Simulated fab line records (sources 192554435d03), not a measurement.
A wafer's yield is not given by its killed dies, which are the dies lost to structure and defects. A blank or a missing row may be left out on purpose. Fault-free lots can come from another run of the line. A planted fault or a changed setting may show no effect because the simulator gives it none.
Problem report, 8D (eight disciplines) form, completed by code + flow n5 finfet + the parts of the form that need people (team, actions taken, sign-off) are left out

1. WHAT WENT WRONG
etch rf on time s at N5_PASSIVATION_VIA_ETCH_13 reads a mean of 170 s on 3 wafers of 3 lots; wafers without a fault read 236 s with a standard deviation of 4.6. That is -14 standard deviations from the usual mean.
The step: etches SiO2 in CHF3/O2, target depth 660 nm, time 330 s.
First seen on wafer L593.1, day 15 16:29, on rie diel-01. At this step, 27 wafers from 10 lots have a number in the record. By rule, "out" or "out of limits" means more than 4 standard deviations away from the usual mean. The rest of the wafers with a number are treated as sound.

2. WHAT IT IS; WHAT IT IS NOT
| question                    | is                       | is not                                                                                       |
|-----------------------------|--------------------------|----------------------------------------------------------------------------------------------|
| which readings at this step | etch rf on time s        | drypump motor current A, oes product au, rf vpp V, throttle valve pct                        |
| which lots                  | L593, L594, L597         | L583, L585, L587, L589, L599, L600, L602                                                     |
| which wafers of those lots  | L593.1, L594.1, L597.2   | L593.4, L594.6, L597.4                                                                       |
| read on which tools         | rie diel-01, rie diel-06 | rie diel-03                                                                                  |
| when                        | from day 15 16:29        | up to then (13 sound wafers); but 11 sound wafers of L594, L597, L599, L600, L602 came after |

3. THE SUSPECTS, EACH WITH WHAT RULES IT OUT
Counting: a tool at a process step up to the reading stays a suspect if it ran every lot that is out. Sound lots after the first of them don't rule it out here, since some wafers of a struck lot are sound.
- pecvd-01 at N5_PASSIVATION_PECVD_55 (deposits SiO2 from SiH4/N2O, target thk 400 nm, time 22.5 s): kept. Ran every lot that is out, first one L593 (day 15 14:28); last sound lot up to then L587 (day 13 18:53).
- pecvd-01 at N5_PASSIVATION_PECVD_01 (deposits SiNx from SiH4/NH3/N2, target thk 200 nm, time 43.2 s): kept. Ran every lot that is out, first one L593 (day 15 14:31); last sound lot up to then L587 (day 13 18:56).
The count leaves pecvd-01 at N5_PASSIVATION_PECVD_01 and pecvd-01 at N5_PASSIVATION_PECVD_55.

4. THE CAUSE (what the simulator had put in)
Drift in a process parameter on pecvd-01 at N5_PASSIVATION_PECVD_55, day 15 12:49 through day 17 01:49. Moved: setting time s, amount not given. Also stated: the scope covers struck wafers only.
Counting left 2 suspects, and this tool is among them.

5. SEQUENCE OF EFFECTS, ordered by route
Each row: a reading whose mean over the struck wafers that have a number lies more than 3 standard deviations from the usual. Only readings for which the record gives a usual standard deviation are gone through. hours: the time from each lot's start at the first step in this table that gives one to its start at this step, as a median over the lots. sigmas: the change in usual standard deviations.
| hours | step                       | reading           | usual | on struck wafers | change | sigmas |
|-------|----------------------------|-------------------|-------|------------------|--------|--------|
| 0     | N5_PASSIVATION_VIA_ETCH_13 | etch rf on time s | 236 s | 170              | -66    | -14    |
It contains these process steps:
- N5_PASSIVATION_VIA_ETCH_13: etches SiO2 in CHF3/O2, target depth 660 nm, time 330 s.

6. WHAT WOULD HAVE CAUGHT IT SOONER
First out-of-limits reading in this record: day 15 16:29, which is 4 hours after fault onset at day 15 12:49.
Of the tool readings at N5_PASSIVATION_PECVD_55 for which the record gives a usual standard deviation, none was out on any struck wafer, so an alarm limit of 4 standard deviations on them would not have fired.
L594, L597, from the lots that are out (3), started N5_PASSIVATION_PECVD_55 on pecvd-01 later than day 15 16:29. A hold on the tool at that time would have spared those 2.
